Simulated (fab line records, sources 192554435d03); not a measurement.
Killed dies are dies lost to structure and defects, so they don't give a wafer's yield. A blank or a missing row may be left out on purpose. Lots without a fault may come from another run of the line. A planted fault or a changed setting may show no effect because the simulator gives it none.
Problem report in the 8D (eight disciplines) form, filled by code | flow n5_finfet | the parts of the form that need people (team, actions taken, sign-off) are left out

1. THE PROBLEM
chamber_pressure_pa at N5_BEOL_M5_SPUTTER_81 reads a mean of 0.08 Pa on 2 wafers of 2 lots; wafers without a fault read 0.07 Pa with a standard deviation of 0.00016. That is +42 standard deviations from the usual mean.
The step: material Cu, target thk 15 nm, time 27.62 s.
First seen on wafer L223.2, day 10 03:23, on pvd_sputter-01. The record holds 18 wafers of 6 lots with a number at this step. Rule for "out", or "out of limits": more than 4 standard deviations from the usual mean. The other wafers with a number count as sound.

2. WHAT IT IS AND WHAT IT IS NOT
question                    | is                  | is not
which readings at this step | chamber_pressure_pa | chuck_sensor_temp_C, susceptor_temp_C
which lots                  | L223, L225          | L219, L226, L236, L237
which wafers of those lots  | L223.2, L225.4      | L223.1, L223.5, L225.2, L225.6
read on which tools         | pvd_sputter-01      | pvd_sputter-03
when                        | from day 10 03:23   | up to then (5 sound wafers); but 11 sound wafers of L225, L226, L236, L237 came after

3. SUSPECTS, AND WHAT RULES EACH OUT
Counting: a tool at a process step up to the reading stays a suspect if it ran every lot that is out. Sound lots after the first of them don't rule it out here, since some wafers of a struck lot are sound.
- ald_metal-03 at N5_BEOL_M5_ALD_86 (deposits TaN, pulse time 2 s, purge time 3 s, co reactant purge time 2 s): kept. It ran every lot that is out, first L223 (day 10 01:49); its last sound lot up to then is L219 (day 8 23:29).
- pvd_sputter-01 at N5_BEOL_M5_ANNEAL_49 (time 1800 s): kept. It ran every lot that is out, first L223 (day 10 02:23); its last sound lot up to then is L219 (day 9 00:05).
- pvd_sputter-01 at N5_BEOL_M5_SPUTTER_81 (material Cu, target thk 15 nm, time 27.62 s): kept. It ran every lot that is out, first L223 (day 10 03:23); its last sound lot up to then is L219 (day 9 01:05). Its own readings are out on those wafers: chamber_pressure_pa.
Left after counting: ald_metal-03 at N5_BEOL_M5_ALD_86, pvd_sputter-01 at N5_BEOL_M5_ANNEAL_49, pvd_sputter-01 at N5_BEOL_M5_SPUTTER_81.

4. THE CAUSE (what the simulator had put in)
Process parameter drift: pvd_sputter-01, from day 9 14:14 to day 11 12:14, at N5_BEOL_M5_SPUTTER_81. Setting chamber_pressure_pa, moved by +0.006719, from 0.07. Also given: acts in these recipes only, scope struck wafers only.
Counting left 3 suspects, and this tool is among them.

5. THE CHAIN OF EFFECTS, in route order
Each row: a reading whose mean over the struck wafers that have a number lies more than 3 standard deviations from the usual. Only readings for which the record gives a usual standard deviation are gone through. hours: the time from each lot's start at the first step in this table that gives one to its start at this step, as a median over the lots. sigmas: the change in usual standard deviations.
hours | step                  | reading             | usual   | on struck wafers | change | sigmas
0     | N5_BEOL_M5_SPUTTER_81 | chamber_pressure_pa | 0.07 Pa | 0.08             | +0.01  | +42
0     | N5_BEOL_M5_SPUTTER_81 | throttle_valve_pct  | 30.1 %  | 27.8             | -2.4   | -3.0
The process steps in it:
- N5_BEOL_M5_SPUTTER_81: material Cu, target thk 15 nm, time 27.62 s.

6. WHAT WOULD HAVE CAUGHT IT SOONER
In this record the first reading out of limits was taken at day 10 03:23, 13 hours after the fault began at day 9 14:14.
